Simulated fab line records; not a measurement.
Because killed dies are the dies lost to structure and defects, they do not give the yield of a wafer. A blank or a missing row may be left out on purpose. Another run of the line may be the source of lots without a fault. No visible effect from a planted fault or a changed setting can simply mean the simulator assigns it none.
The same fault as seen by 2 desks + flow nandHarc + each desk holds nothing but its own numbers, with what lay behind them at the end

== FROM THE METROLOGY DESK ==
What the gauges read for every lot (on any tool): the sampled wafers with a number, averaged. Marked OUT: a lot whose mean sits more than 4 standard deviations from the usual mean, which makes it out of limits; the brackets give that distance.
Columns: A = cdNm at NHARC_A_SLIT_CD_MEAS_09, usual 300.2 nm
| lot  | first seen here | A     |
|------|-----------------|-------|
| L122 | day 14 01:47    | 299.9 |
| L125 | day 14 21:20    | 300.4 |
| L123 | day 14 23:07    | 300.5 |
| L127 | day 15 06:40    | 300.2 |
| L129 | day 15 07:06    | 299.9 |
| L128 | day 16 02:08    | 299.9 |
| L132 | day 16 18:08    | 299.6 |
| L135 | day 17 14:57    | 300.0 |
| L139 | day 18 00:05    | 300.2 |
| L144 | day 19 13:43    | 300.5 |
| L143 | day 19 15:02    | 300.1 |
| L145 | day 20 09:44    | 299.8 |
This desk found nothing out of limits on any of the 12 lots.

== AT THE TOOL OWNER'S DESK: aldHk-03 ==
The tool's own readings at NHARC_A_WL_FILL_ALD_00 (deposits Al2O3, target thk 3 nm, pulse time 3 s, ald cycles 30): means of the sampled wafers that have a number, for each lot that ran on this tool. Marked OUT: a lot whose mean sits more than 4 standard deviations from the usual mean, which makes it out of limits; the brackets give that distance.
Columns: A = heaterPowerW at NHARC_A_WL_FILL_ALD_00, usual 486 W; B = precursorPulseHeightRel at NHARC_A_WL_FILL_ALD_00, usual 1.001
| lot  | first seen here | A   | B     |
|------|-----------------|-----|-------|
| L123 | day 15 12:07    | 466 | 0.997 |
| L127 | day 15 18:07    | 473 | 0.998 |
| L129 | day 15 18:15    | 477 | 1.009 |
| L132 | day 17 06:31    | 470 | 1.003 |
This desk found nothing out of limits on any of the 4 lots.

== BROUGHT TOGETHER ==
From the metrology desk's view, nothing was out of limits.
Nothing out of limits was seen by the tool owner's desk.

== WHAT HAD BEEN PUT IN BY THE SIMULATOR ==
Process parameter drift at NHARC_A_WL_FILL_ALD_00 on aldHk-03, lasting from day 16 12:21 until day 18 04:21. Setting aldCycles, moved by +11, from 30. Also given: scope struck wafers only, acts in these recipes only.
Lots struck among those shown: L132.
